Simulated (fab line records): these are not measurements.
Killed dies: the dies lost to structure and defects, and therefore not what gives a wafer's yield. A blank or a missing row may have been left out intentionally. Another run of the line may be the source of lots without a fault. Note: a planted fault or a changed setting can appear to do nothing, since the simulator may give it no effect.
Chamber matching	flow n5 finfet	rie diel-06 running N5_SDB_ETCH_18: 4 sister chambers
The step etches SOC in N2/H2, target depth 100 nm, overetch 20 nm, time 150 s. 14 wafers are shown with their chamber, then 7 later ones without.

WAFERS PAIRED WITH THEIR CHAMBERS
wafer	chamber	showerhead plenum p Torr (Torr)	throttle valve pct (%)	oes product au (a.u.)
L078.1	3	2.62	17.90	0.65
L078.5	2	2.41	18.25	0.64
L078.6	1	2.51	17.74	0.61
L081.3	2	2.40	18.28	0.63
L081.4	1	2.51	17.74	0.61
L081.5	0	2.71	17.41	0.82
L083.2	3	2.61	17.90	0.65
L083.5	2	2.40	18.28	0.63
L083.6	3	2.61	17.90	0.65
L088.2	2	2.40	18.32	0.63
L088.5	3	2.61	17.93	0.65
L088.6	0	2.70	17.42	0.79
L089.1	1	2.50	17.79	0.60
L089.4	0	2.70	17.43	0.80

SIGNATURES, as means of the wafers listed above
reading	chamber 0	chamber 1	chamber 2	chamber 3	scatter within a chamber
showerhead plenum p Torr	2.7033	2.5067	2.4025	2.6125	0.00532
throttle valve pct	17.4200	17.7567	18.2825	17.9075	0.0224
oes product au	0.8033	0.6067	0.6325	0.6500	0.0078
Rule: for a wafer and a chamber, the distance is found by dividing, reading by reading, the gap between the wafer's reading and the chamber's mean by the reading's scatter, squaring, summing and taking the root. If the next closest chamber is less than 2 further off than the closest, the wafer can't be placed; otherwise it belongs to the closest. The scatter: take each reading less its chamber's mean, square it, sum over the shown wafers, divide by the number of wafers less the number of chambers, and take the root.

WAFERS WITH NO CHAMBER GIVEN
wafer	showerhead plenum p Torr (Torr)	throttle valve pct (%)	oes product au (a.u.)
L089.6	2.60	17.94	0.64
L092.4	2.60	17.95	0.64
L092.5	2.70	17.43	0.80
L092.6	2.50	17.80	0.60
L093.1	2.70	17.46	0.79
L093.2	2.50	17.80	0.60
L093.6	2.60	17.94	0.64

THE CHAMBER EACH PASSED THROUGH
wafer	from the rows above	in truth
L089.6	3	3
L092.4	3	3
L092.5	0	0
L092.6	1	1
L093.1	0	0
L093.2	1	1
L093.6	3	3
Placed correctly: 7 of 7. Not placeable from these rows: 0. 0 placed wrongly.
